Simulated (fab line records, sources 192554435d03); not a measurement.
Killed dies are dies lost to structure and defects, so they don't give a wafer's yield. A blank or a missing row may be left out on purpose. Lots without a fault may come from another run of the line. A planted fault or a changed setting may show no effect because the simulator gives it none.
A sampling plan put to the test | flow n5_finfet | one fab line, 74 faults that these records tell of, each judged on the records of the lots that it struck; 2 more are left out, because the records don't allow judging them
The plan is the line's own looks: the steps of the route at which a gauge or an inspection reads the wafer and doesn't change it. A look can be judged if struck wafers have a number there and the file gives its usual mean and standard deviation on fault-free wafers. Caught: at a look after the fault's first step, the mean of the struck wafers lies 4 or more of those standard deviations (sigma) from the usual mean. On the tool: the same test on the tool's own readings at the fault's steps. Another recipe on the struck wafers, or a record that is blank for them alone, also counts as caught.

THE FAULTS, as the simulator had put them in
1. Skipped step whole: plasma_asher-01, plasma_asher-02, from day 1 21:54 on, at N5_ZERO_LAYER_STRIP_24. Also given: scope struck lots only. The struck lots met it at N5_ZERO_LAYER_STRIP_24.
2. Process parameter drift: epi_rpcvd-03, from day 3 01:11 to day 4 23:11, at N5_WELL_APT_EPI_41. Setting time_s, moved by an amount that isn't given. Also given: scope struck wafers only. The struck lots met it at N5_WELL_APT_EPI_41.
3. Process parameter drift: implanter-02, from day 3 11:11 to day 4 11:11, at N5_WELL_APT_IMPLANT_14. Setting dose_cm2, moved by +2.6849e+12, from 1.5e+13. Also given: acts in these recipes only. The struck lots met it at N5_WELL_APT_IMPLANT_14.
4. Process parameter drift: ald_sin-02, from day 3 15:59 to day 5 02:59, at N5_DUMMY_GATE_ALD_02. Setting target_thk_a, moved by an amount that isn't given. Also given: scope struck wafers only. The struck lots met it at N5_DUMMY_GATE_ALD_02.
5. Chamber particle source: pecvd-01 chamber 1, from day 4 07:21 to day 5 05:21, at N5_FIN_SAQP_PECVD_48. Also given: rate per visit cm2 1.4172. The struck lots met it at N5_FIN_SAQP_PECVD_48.
6. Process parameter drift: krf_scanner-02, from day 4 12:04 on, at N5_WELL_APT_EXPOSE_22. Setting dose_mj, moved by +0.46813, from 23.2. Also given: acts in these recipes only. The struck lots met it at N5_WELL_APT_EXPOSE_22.
7. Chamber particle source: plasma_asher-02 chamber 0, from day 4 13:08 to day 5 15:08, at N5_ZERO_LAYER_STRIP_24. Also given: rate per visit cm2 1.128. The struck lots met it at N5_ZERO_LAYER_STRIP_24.
8. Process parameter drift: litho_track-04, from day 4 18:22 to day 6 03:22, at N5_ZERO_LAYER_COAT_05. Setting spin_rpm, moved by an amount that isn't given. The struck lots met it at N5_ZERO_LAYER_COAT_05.
9. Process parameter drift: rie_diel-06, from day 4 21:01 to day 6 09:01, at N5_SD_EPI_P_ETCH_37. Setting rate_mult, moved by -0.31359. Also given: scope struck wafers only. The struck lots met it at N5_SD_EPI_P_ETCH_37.
10. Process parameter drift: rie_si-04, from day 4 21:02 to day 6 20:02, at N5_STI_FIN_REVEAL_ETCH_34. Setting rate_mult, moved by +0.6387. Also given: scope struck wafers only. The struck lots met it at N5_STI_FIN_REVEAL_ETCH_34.
11. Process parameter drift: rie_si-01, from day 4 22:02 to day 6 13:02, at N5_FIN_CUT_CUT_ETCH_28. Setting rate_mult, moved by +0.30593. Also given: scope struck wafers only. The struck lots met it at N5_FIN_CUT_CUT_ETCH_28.
12. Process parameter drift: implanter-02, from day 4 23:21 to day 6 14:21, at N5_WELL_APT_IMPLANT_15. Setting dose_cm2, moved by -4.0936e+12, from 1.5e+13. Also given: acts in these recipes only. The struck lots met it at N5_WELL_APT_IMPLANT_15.
13. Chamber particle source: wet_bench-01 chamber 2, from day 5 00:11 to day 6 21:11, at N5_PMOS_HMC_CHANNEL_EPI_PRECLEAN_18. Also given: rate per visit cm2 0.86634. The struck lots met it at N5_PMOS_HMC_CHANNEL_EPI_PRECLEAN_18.
14. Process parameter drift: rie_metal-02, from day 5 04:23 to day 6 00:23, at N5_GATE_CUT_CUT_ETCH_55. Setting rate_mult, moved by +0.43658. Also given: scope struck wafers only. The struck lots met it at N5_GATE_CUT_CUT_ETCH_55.
15. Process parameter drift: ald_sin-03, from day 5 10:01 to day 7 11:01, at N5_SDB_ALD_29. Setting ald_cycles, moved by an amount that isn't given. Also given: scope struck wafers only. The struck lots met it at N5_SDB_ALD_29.
16. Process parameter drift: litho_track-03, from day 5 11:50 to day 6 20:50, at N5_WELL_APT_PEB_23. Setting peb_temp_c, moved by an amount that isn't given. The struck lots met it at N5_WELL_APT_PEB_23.
17. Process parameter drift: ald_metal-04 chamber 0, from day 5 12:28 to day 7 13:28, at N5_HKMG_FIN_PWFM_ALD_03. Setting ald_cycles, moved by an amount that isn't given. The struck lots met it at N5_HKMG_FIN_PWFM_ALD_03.
18. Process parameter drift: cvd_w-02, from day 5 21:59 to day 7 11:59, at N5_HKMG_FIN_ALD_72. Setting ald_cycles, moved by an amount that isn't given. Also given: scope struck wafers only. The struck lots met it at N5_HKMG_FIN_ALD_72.
19. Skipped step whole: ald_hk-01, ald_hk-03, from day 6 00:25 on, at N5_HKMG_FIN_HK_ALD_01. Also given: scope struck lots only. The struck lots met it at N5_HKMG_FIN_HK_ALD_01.
20. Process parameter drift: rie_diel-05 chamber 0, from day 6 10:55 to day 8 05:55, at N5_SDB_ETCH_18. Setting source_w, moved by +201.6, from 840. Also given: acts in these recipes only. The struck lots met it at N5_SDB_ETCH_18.
21. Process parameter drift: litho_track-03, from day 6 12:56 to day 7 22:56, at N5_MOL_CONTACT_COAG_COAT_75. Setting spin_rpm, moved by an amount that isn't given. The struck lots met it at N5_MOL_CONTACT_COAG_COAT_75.
22. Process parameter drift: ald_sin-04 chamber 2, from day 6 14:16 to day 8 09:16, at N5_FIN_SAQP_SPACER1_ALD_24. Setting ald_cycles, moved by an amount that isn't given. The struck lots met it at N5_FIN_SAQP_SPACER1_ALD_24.
23. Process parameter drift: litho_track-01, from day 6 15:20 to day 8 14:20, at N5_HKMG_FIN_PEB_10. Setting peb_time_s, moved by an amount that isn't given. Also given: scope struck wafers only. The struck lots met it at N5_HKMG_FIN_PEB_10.
24. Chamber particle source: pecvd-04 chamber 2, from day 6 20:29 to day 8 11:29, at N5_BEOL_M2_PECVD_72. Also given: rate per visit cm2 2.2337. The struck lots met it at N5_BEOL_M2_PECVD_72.
25. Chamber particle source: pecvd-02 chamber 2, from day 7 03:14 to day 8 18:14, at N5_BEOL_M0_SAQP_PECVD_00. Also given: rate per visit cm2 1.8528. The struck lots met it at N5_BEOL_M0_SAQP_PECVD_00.
26. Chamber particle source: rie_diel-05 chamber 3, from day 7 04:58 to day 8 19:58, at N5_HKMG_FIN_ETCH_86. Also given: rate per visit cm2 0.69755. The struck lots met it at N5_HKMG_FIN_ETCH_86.
27. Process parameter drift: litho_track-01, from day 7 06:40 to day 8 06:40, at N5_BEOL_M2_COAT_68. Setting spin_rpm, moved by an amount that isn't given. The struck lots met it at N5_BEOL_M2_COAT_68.
28. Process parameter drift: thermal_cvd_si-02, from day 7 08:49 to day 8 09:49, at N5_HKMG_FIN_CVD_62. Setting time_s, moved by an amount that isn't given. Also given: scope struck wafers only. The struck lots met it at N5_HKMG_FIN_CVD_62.
29. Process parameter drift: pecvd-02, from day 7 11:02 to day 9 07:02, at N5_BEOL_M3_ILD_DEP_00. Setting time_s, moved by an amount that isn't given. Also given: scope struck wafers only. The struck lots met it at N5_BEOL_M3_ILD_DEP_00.
30. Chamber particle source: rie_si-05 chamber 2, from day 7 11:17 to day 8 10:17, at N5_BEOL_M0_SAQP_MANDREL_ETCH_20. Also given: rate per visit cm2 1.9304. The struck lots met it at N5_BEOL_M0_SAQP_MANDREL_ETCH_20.
31. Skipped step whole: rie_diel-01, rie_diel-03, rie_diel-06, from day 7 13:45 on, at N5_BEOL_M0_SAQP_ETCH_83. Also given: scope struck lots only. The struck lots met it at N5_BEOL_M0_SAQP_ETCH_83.
32. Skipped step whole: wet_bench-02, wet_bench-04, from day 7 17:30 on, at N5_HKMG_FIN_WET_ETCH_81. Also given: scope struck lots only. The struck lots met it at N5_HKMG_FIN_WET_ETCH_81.
33. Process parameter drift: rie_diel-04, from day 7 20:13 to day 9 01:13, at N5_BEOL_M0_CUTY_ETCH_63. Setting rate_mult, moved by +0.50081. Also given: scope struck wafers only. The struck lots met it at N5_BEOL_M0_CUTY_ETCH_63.
34. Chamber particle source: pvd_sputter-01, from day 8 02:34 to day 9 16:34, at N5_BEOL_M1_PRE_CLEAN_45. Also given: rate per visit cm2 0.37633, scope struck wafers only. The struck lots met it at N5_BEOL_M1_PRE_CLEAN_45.
35. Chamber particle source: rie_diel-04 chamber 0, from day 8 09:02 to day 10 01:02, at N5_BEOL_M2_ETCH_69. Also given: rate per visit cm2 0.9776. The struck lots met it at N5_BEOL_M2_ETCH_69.
36. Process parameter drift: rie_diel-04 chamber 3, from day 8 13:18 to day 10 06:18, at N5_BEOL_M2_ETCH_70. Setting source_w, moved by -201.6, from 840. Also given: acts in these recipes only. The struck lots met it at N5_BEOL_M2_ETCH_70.
37. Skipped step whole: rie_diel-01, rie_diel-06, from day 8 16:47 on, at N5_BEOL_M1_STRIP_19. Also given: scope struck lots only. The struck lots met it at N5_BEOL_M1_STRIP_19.
38. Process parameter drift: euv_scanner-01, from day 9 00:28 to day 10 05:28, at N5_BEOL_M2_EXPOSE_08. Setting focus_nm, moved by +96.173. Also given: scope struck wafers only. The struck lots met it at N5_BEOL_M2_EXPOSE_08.
39. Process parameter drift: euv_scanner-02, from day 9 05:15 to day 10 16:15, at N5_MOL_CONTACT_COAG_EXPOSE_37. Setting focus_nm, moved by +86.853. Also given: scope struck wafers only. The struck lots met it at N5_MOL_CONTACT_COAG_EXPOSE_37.
40. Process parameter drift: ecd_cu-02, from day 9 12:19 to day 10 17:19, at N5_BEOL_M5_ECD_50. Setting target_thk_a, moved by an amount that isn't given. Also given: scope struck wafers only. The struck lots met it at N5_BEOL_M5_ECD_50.
41. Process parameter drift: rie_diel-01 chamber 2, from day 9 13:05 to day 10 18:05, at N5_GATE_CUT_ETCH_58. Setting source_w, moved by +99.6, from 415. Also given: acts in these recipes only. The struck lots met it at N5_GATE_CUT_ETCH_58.
42. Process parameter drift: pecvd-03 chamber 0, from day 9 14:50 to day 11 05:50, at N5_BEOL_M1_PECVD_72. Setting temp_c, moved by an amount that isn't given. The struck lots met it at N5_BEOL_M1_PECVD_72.
43. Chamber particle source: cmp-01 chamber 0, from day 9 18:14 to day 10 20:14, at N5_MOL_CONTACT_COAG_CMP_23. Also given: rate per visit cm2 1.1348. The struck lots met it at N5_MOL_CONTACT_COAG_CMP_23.
44. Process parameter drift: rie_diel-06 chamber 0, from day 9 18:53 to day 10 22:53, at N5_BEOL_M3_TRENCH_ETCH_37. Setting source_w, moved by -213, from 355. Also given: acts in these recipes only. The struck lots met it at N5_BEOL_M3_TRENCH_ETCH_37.
45. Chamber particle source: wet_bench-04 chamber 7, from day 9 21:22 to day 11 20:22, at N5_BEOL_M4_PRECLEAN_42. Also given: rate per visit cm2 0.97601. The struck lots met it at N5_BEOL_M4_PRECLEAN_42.
46. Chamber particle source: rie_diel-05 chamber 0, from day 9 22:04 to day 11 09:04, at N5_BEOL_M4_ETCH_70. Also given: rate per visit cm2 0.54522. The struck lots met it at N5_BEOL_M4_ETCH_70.
47. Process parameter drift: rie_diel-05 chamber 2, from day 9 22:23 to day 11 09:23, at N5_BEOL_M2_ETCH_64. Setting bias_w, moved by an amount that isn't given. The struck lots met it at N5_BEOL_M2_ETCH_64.
48. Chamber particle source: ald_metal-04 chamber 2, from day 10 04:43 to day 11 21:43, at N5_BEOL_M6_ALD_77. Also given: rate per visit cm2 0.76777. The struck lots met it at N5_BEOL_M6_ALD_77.
49. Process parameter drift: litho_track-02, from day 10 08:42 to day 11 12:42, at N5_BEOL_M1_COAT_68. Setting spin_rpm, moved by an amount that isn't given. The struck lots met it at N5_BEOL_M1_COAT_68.
50. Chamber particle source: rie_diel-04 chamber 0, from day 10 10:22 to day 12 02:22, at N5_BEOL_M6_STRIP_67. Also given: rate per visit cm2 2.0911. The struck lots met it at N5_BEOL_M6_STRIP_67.
51. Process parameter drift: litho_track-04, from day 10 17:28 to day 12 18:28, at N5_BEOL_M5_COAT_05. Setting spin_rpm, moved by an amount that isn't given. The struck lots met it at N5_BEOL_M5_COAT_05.
52. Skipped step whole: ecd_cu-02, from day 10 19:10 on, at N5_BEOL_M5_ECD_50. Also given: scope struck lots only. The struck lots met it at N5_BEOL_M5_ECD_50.
53. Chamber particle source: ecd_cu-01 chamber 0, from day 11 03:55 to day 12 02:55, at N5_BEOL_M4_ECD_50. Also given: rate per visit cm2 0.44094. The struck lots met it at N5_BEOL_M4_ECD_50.
54. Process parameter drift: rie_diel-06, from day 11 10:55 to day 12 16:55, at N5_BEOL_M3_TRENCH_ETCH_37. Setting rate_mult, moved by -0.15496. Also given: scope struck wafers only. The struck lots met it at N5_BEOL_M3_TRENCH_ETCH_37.
55. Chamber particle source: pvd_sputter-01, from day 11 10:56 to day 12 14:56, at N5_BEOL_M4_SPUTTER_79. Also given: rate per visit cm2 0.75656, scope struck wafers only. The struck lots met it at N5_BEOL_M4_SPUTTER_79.
56. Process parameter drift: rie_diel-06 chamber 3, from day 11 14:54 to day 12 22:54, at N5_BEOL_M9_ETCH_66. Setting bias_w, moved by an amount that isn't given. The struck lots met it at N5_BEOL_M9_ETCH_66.
57. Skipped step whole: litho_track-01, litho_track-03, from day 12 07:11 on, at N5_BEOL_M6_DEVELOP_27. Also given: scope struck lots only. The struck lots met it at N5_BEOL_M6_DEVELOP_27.
58. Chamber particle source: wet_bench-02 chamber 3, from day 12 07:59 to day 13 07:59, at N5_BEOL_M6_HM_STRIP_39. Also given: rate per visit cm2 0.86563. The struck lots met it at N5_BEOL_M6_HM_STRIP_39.
59. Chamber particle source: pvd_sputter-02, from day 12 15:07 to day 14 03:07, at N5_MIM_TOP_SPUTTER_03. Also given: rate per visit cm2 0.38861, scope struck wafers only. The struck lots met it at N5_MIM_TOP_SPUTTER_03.
60. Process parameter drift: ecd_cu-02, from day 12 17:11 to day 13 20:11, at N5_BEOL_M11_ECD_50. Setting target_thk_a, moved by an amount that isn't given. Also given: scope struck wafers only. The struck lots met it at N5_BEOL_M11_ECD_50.
61. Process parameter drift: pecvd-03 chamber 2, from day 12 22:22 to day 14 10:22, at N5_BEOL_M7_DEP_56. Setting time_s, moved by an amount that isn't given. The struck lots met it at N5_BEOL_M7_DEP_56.
62. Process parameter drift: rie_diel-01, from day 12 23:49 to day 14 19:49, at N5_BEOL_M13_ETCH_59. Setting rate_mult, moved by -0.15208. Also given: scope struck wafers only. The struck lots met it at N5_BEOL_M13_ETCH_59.
63. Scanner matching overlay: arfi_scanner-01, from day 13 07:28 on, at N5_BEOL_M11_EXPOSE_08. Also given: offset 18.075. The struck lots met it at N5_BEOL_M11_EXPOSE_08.
64. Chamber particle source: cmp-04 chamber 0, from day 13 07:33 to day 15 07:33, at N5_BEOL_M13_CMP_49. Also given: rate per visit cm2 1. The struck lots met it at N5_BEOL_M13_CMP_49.
65. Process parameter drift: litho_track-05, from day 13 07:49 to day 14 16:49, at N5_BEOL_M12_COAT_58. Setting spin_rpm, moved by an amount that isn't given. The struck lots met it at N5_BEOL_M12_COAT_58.
66. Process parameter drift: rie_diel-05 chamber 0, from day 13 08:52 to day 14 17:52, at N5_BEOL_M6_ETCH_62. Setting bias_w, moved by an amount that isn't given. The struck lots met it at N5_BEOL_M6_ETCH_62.
67. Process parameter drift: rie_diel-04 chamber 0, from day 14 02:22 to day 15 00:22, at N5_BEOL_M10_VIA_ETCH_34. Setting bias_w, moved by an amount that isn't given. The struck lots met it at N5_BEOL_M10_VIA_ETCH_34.
68. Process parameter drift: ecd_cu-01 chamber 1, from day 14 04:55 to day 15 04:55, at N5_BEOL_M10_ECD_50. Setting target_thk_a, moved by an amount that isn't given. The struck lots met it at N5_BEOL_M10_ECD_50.
69. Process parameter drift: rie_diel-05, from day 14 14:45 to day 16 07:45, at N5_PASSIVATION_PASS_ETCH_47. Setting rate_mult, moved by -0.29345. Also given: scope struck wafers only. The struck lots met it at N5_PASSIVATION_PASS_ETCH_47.
70. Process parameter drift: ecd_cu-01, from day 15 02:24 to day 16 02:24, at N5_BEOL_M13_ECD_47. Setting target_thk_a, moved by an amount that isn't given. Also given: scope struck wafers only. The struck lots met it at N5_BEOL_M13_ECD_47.
71. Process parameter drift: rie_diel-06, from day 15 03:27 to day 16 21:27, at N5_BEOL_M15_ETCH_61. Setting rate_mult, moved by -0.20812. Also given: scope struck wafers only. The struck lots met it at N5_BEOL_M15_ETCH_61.
72. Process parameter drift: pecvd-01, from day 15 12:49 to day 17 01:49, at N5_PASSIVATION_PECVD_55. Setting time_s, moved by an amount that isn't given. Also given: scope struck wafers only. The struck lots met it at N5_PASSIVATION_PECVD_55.
73. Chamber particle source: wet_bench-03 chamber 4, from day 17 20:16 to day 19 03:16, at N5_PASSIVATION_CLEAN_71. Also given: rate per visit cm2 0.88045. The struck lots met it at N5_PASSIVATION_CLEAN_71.
74. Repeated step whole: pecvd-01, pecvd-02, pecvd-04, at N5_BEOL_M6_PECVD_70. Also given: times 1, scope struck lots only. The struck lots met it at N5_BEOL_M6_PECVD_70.

WHAT THE PLAN SAW
fault | on the tool itself                               | first look that catches it                      | reading, sigma                                   | median hours from its first step to that look | hours from the fault's start to the first struck lot there | judged looks passed uncaught
1     | no reading that can be judged                    | not the one look that can be judged after it    | -                                                | -                                             | -                                                          | 1
2     | run_length_s -12 sigma                           | N5_BEOL_M4_RC_MEAS_101                          | CJ_P -7.5                                        | 152.6                                         | 165                                                        | 1
3     | dose_ions_cm2 +99 or beyond sigma                | N5_BEOL_M4_RC_MEAS_101                          | RS_NWELL -12                                     | 149.9                                         | 155                                                        | 0
4     | under 2 sigma                                    | not the one look that can be judged after it    | -                                                | -                                             | -                                                          | 1
5     | under 2 sigma                                    | N5_FIN_SAQP_INSPECT_18                          | raw_defect_count +6.3                            | 0.7                                           | 16                                                         | 1
6     | exposure_dose_mJ_cm2 +19 sigma                   | none of the 4 looks that can be judged after it | -                                                | -                                             | -                                                          | 4
7     | under 2 sigma                                    | N5_ZERO_LAYER_INSPECT_20                        | raw_defect_count +43                             | 0.3                                           | 18                                                         | 0
8     | spin_speed_rpm -65 sigma                         | none of the 2 looks that can be judged after it | -                                                | -                                             | -                                                          | 2
9     | under 2 sigma                                    | no look after it can be judged                  | -                                                | -                                             | -                                                          | 0
10    | oes_product_au +26 sigma                         | N5_BEOL_M4_RC_MEAS_101                          | REXT_P +6.8                                      | 134.9                                         | 129                                                        | 1
11    | only faintly: oes_product_au +2.3 sigma          | not the one look that can be judged after it    | strongest: VT_P at N5_BEOL_M4_RC_MEAS_101, -2.0  | -                                             | -                                                          | 1
12    | dose_ions_cm2 -99 or beyond sigma                | N5_BEOL_M4_RC_MEAS_101                          | CJ_P -5.1                                        | 165.0                                         | 178                                                        | 0
13    | no reading that can be judged                    | not the one look that can be judged after it    | -                                                | -                                             | -                                                          | 1
14    | oes_product_au +4.3 sigma                        | not the one look that can be judged after it    | -                                                | -                                             | -                                                          | 1
15    | under 2 sigma                                    | not the one look that can be judged after it    | -                                                | -                                             | -                                                          | 1
16    | plate_temp_C -7.8 sigma                          | none of the 2 looks that can be judged after it | strongest: cd_nm at N5_WELL_APT_CD_MEAS_25, -3.5 | -                                             | -                                                          | 2
17    | under 2 sigma                                    | not the one look that can be judged after it    | strongest: VT_P at N5_BEOL_M4_RC_MEAS_101, -2.1  | -                                             | -                                                          | 1
18    | under 2 sigma                                    | not the one look that can be judged after it    | -                                                | -                                             | -                                                          | 1
19    | the tool's record is blank for the struck wafers | no look after it can be judged                  | -                                                | -                                             | -                                                          | 0
20    | rf_fwd_power_W +74 sigma                         | not the one look that can be judged after it    | -                                                | -                                             | -                                                          | 1
21    | spin_speed_rpm +43 sigma                         | not the one look that can be judged after it    | -                                                | -                                             | -                                                          | 1
22    | under 2 sigma                                    | N5_FIN_SAQP_CD_MEAS_27                          | cd_nm +35                                        | 0.9                                           | 16                                                         | 0
23    | no reading that can be judged                    | N5_HKMG_FIN_CD_MEAS_12                          | cd_nm +4.4                                       | 0.1                                           | 35                                                         | 0
24    | under 2 sigma                                    | N5_BEOL_M2_INSPECT_13                           | raw_defect_count +17                             | 1.2                                           | 4                                                          | 0
25    | under 2 sigma                                    | N5_BEOL_M0_SAQP_INSPECT_16                      | raw_defect_count +8.5                            | 1.5                                           | 30                                                         | 0
26    | under 2 sigma                                    | not the one look that can be judged after it    | -                                                | -                                             | -                                                          | 1
27    | spin_speed_rpm -45 sigma                         | not the one look that can be judged after it    | -                                                | -                                             | -                                                          | 1
28    | under 2 sigma                                    | N5_BEOL_M4_RC_MEAS_101                          | IOFF_P_LIN +99 or beyond                         | 97.4                                          | 104                                                        | 0
29    | under 2 sigma                                    | N5_BEOL_M3_THK_MEAS_01                          | M3_ILD_THK +44                                   | 0.1                                           | 8                                                          | 0
30    | under 2 sigma                                    | N5_BEOL_M0_SAQP_INSPECT_42                      | raw_defect_count +14                             | 3.6                                           | 8                                                          | 0
31    | the tool's record is blank for the struck wafers | no look after it can be judged                  | -                                                | -                                             | -                                                          | 0
32    | the tool's record is blank for the struck wafers | N5_BEOL_M4_RC_MEAS_101                          | IOFF_P_LIN +37                                   | 104.6                                         | 104                                                        | 0
33    | under 2 sigma                                    | not the one look that can be judged after it    | -                                                | -                                             | -                                                          | 1
34    | under 2 sigma                                    | no look after it can be judged                  | -                                                | -                                             | -                                                          | 0
35    | under 2 sigma                                    | none of the 2 looks that can be judged after it | -                                                | -                                             | -                                                          | 2
36    | rf_fwd_power_W -72 sigma                         | not the one look that can be judged after it    | -                                                | -                                             | -                                                          | 1
37    | the tool's record is blank for the struck wafers | no look after it can be judged                  | -                                                | -                                             | -                                                          | 0
38    | no reading that can be judged                    | no look after it can be judged                  | -                                                | -                                             | -                                                          | 0
39    | under 2 sigma                                    | N5_MOL_CONTACT_COAG_CD_MEAS_40                  | cd_nm -38                                        | 0.1                                           | 4                                                          | 0
40    | no reading that can be judged                    | not the one look that can be judged after it    | -                                                | -                                             | -                                                          | 1
41    | rf_fwd_power_W +72 sigma                         | not the one look that can be judged after it    | strongest: VT_N at N5_BEOL_M4_RC_MEAS_101, +3.1  | -                                             | -                                                          | 1
42    | susceptor_temp_C -85 sigma                       | none of the 2 looks that can be judged after it | -                                                | -                                             | -                                                          | 2
43    | under 2 sigma                                    | no look after it can be judged                  | -                                                | -                                             | -                                                          | 0
44    | rf_fwd_power_W -99 or beyond sigma               | N5_BEOL_M3_OCD_MEAS_38                          | trench_depth_nm -18                              | 0.2                                           | 9                                                          | 0
45    | no reading that can be judged                    | none of the 2 looks that can be judged after it | -                                                | -                                             | -                                                          | 2
46    | under 2 sigma                                    | none of the 2 looks that can be judged after it | -                                                | -                                             | -                                                          | 2
47    | bias_w -17 sigma                                 | not the one look that can be judged after it    | -                                                | -                                             | -                                                          | 1
48    | under 2 sigma                                    | no look after it can be judged                  | -                                                | -                                             | -                                                          | 0
49    | spin_speed_rpm +99 or beyond sigma               | none of the 2 looks that can be judged after it | -                                                | -                                             | -                                                          | 2
50    | under 2 sigma                                    | N5_BEOL_M6_INSPECT_30                           | raw_defect_count +13                             | 0.9                                           | 13                                                         | 1
51    | spin_speed_rpm -99 or beyond sigma               | none of the 3 looks that can be judged after it | -                                                | -                                             | -                                                          | 3
52    | no reading that can be judged                    | no look after it can be judged                  | -                                                | -                                             | -                                                          | 0
53    | no reading that can be judged                    | not the one look that can be judged after it    | -                                                | -                                             | -                                                          | 1
54    | under 2 sigma                                    | N5_BEOL_M3_OCD_MEAS_38                          | trench_depth_nm -9.2                             | 0.2                                           | 8                                                          | 0
55    | under 2 sigma                                    | no look after it can be judged                  | -                                                | -                                             | -                                                          | 0
56    | bias_w -73 sigma                                 | no look after it can be judged                  | -                                                | -                                             | -                                                          | 0
57    | no reading that can be judged                    | no look after it can be judged                  | -                                                | -                                             | -                                                          | 0
58    | no reading that can be judged                    | not the one look that can be judged after it    | -                                                | -                                             | -                                                          | 1
59    | under 2 sigma                                    | N5_MIM_TOP_LITHO_INSPECT_12                     | raw_defect_count +99 or beyond                   | 0.5                                           | 26                                                         | 1
60    | no reading that can be judged                    | not the one look that can be judged after it    | -                                                | -                                             | -                                                          | 1
61    | under 2 sigma                                    | not the one look that can be judged after it    | -                                                | -                                             | -                                                          | 1
62    | under 2 sigma                                    | no look after it can be judged                  | -                                                | -                                             | -                                                          | 0
63    | no reading that can be judged                    | N5_BEOL_M11_OVL_MEAS_12                         | M11_OVL +22                                      | 0.2                                           | 20                                                         | 0
64    | only faintly: clearing_platen_rpm +2.1 sigma     | N5_BEOL_M13_INSPECT_55                          | raw_defect_count +28                             | 0.4                                           | 3                                                          | 0
65    | spin_speed_rpm -35 sigma                         | none of the 2 looks that can be judged after it | -                                                | -                                             | -                                                          | 2
66    | bias_w -82 sigma                                 | no look after it can be judged                  | -                                                | -                                             | -                                                          | 0
67    | bias_w +31 sigma                                 | no look after it can be judged                  | -                                                | -                                             | -                                                          | 0
68    | no reading that can be judged                    | none of the 2 looks that can be judged after it | -                                                | -                                             | -                                                          | 2
69    | under 2 sigma                                    | no look after it can be judged                  | -                                                | -                                             | -                                                          | 0
70    | no reading that can be judged                    | no look after it can be judged                  | -                                                | -                                             | -                                                          | 0
71    | under 2 sigma                                    | no look after it can be judged                  | -                                                | -                                             | -                                                          | 0
72    | under 2 sigma                                    | no look after it can be judged                  | -                                                | -                                             | -                                                          | 0
73    | no reading that can be judged                    | no look after it can be judged                  | -                                                | -                                             | -                                                          | 0
74    | under 2 sigma                                    | no look after it can be judged                  | -                                                | -                                             | -                                                          | 0
A dash: the fault isn't caught, or these records don't give the number.

Caught at a look: 21 of 74. Caught on the tool: 26 of 74. By one or the other: 41 of 74.
Caught on the tool alone: faults 6, 8, 14, 16, 19, 20, 21, 27, 31, 36, 37, 41, 42, 47, 49, 51, 56, 65, 66, 67.
Caught at a look alone: faults 5, 7, 22, 23, 24, 25, 28, 29, 30, 39, 50, 54, 59, 63, 64.
Caught by neither: faults 1, 4, 9, 11, 13, 15, 17, 18, 26, 33, 34, 35, 38, 40, 43, 45, 46, 48, 52, 53, 55, 57, 58, 60, 61, 62, 68, 69, 70, 71, 72, 73, 74.

THINNER SAMPLING
If the look that catches a fault measured only every second or every third lot, by lot number, the first struck lot would be measured this late in the worst case:
fault | struck lots at that look, in order of time | every lot | every second lot | every third lot
2     | L412, L415                                 | 165 h     | 190 h            | may miss all 2
3     | L684, L686                                 | 155 h     | may miss all 2   | may miss all 2
5     | L616                                       | 16 h      | may miss it      | may miss it
7     | L323, L324                                 | 18 h      | 25 h             | may miss all 2
10    | L780, L787, L785                           | 129 h     | 180 h            | 184 h
12    | L424, L422                                 | 178 h     | may miss all 2   | may miss all 2
22    | L894                                       | 16 h      | may miss it      | may miss it
23    | L350                                       | 35 h      | may miss it      | may miss it
24    | L199                                       | 4 h       | may miss it      | may miss it
25    | L653                                       | 30 h      | may miss it      | may miss it
28    | L282, L285                                 | 104 h     | 113 h            | may miss all 2
29    | L598, L599, L600                           | 8 h       | 26 h             | 38 h
30    | L736, L737                                 | 8 h       | 11 h             | may miss all 2
32    | L235, L234                                 | 104 h     | 116 h            | may miss all 2
39    | L885, L887                                 | 4 h       | may miss all 2   | may miss all 2
44    | L140, L141                                 | 9 h       | 24 h             | may miss all 2
50    | L919, L924                                 | 13 h      | 28 h             | may miss all 2
54    | L921, L922, L923                           | 8 h       | 14 h             | 20 h
59    | L352                                       | 26 h      | may miss it      | may miss it
63    | L496, L497                                 | 20 h      | 35 h             | may miss all 2
64    | L288                                       | 3 h       | may miss it      | may miss it
Hours are from the fault's start to the first struck lot that is measured. The limit of 4 sigma was tested on all struck wafers together, so one lot alone may lie under it. Other struck lots may not be in these records.

THE LONGEST TIMED WAY FROM STEP TO LOOK
Fault 12: a median of 165.0 hours passes between N5_WELL_APT_IMPLANT_15 and N5_BEOL_M4_RC_MEAS_101. No look between them can be judged.
